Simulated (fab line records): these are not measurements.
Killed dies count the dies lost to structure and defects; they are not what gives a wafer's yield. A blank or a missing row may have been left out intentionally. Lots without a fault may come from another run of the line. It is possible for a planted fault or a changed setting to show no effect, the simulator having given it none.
Problem report, 8D (eight disciplines) form, completed by code    flow n5_finfet    the parts of the form that need people (team, actions taken, sign-off) are left out

## 1. WHAT IS WRONG
Wafers without a fault read 1499.8 rpm, standard deviation 0.96; spin_speed_rpm at N5_BEOL_M6_COAT_22 reads a mean of 1526.4 rpm on 6 wafers belonging to 2 lots. That is +28 standard deviations from the usual mean.
The step: resist thk 30 nm.
Seen first at day 11 16:55 on litho_track-02, wafer L351.2. The record has a number at this step for 30 wafers belonging to 10 lots. By rule, "out" or "out of limits" means more than 4 standard deviations away from the usual mean. All remaining wafers that have a number are taken as sound.

## 2. WHAT IT IS AND WHAT IT IS NOT
question                     is                      is not
which readings at this step  spin_speed_rpm          -
which lots                   L351, L356              L346, L349, L350, L352, L364, L365, L366, L368
which wafers of those lots   all that have a number  -
read on which tools          litho_track-02          litho_track-03, litho_track-04
when                         from day 11 16:55       up to then (12 sound wafers); but 12 sound wafers of L364, L365, L366, L368 came after

## 3. THE SUSPECTS, EACH WITH WHAT RULES IT OUT
Counting: a tool stays on the suspect list if, at a process step up to the reading, it processed all lots that are out and no sound lot following the first of them.
- rie_metal-01 at N5_BEOL_M6_HM_OPEN_17 (chemistry Cl2/BCl3, target TiN, target depth 20 nm, overetch 6 nm): ruled out as a lasting fault. After its first lot that is out, L351 (day 11 15:08), sound lots L365, L366, L368 ran on it.
- litho_track-02 at N5_BEOL_M6_COAT_22 (resist thk 30 nm): ruled out as a lasting fault. After its first lot that is out, L351 (day 11 16:55), sound lots L365, L366 ran on it.
Left after counting: nothing in the record.

## 4. THE CAUSE (what the simulator had put in)
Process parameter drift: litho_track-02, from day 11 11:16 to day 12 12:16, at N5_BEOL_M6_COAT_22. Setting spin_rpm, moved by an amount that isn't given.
Counting ruled it out, wrongly.

## 5. SEQUENCE OF EFFECTS, ordered by route
Each row: a reading where the mean over the struck wafers with a number is more than 3 standard deviations away from the usual. Scope: only readings with a usual standard deviation given in the record; hours: median across lots of the time from each lot's start at the first step in this table that gives one to its start at this step; sigmas: change in usual standard deviations.
hours  step                reading         usual       on struck wafers  change  sigmas
0      N5_BEOL_M6_COAT_22  spin_speed_rpm  1499.8 rpm  1526.4            +26.6   +28
The process steps in it:
- N5_BEOL_M6_COAT_22: resist thk 30 nm.

## 6. HOW IT WOULD HAVE BEEN CAUGHT EARLIER
6 hours passed between the start of the fault at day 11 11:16 and the first reading out of limits in this record, taken at day 11 16:55.
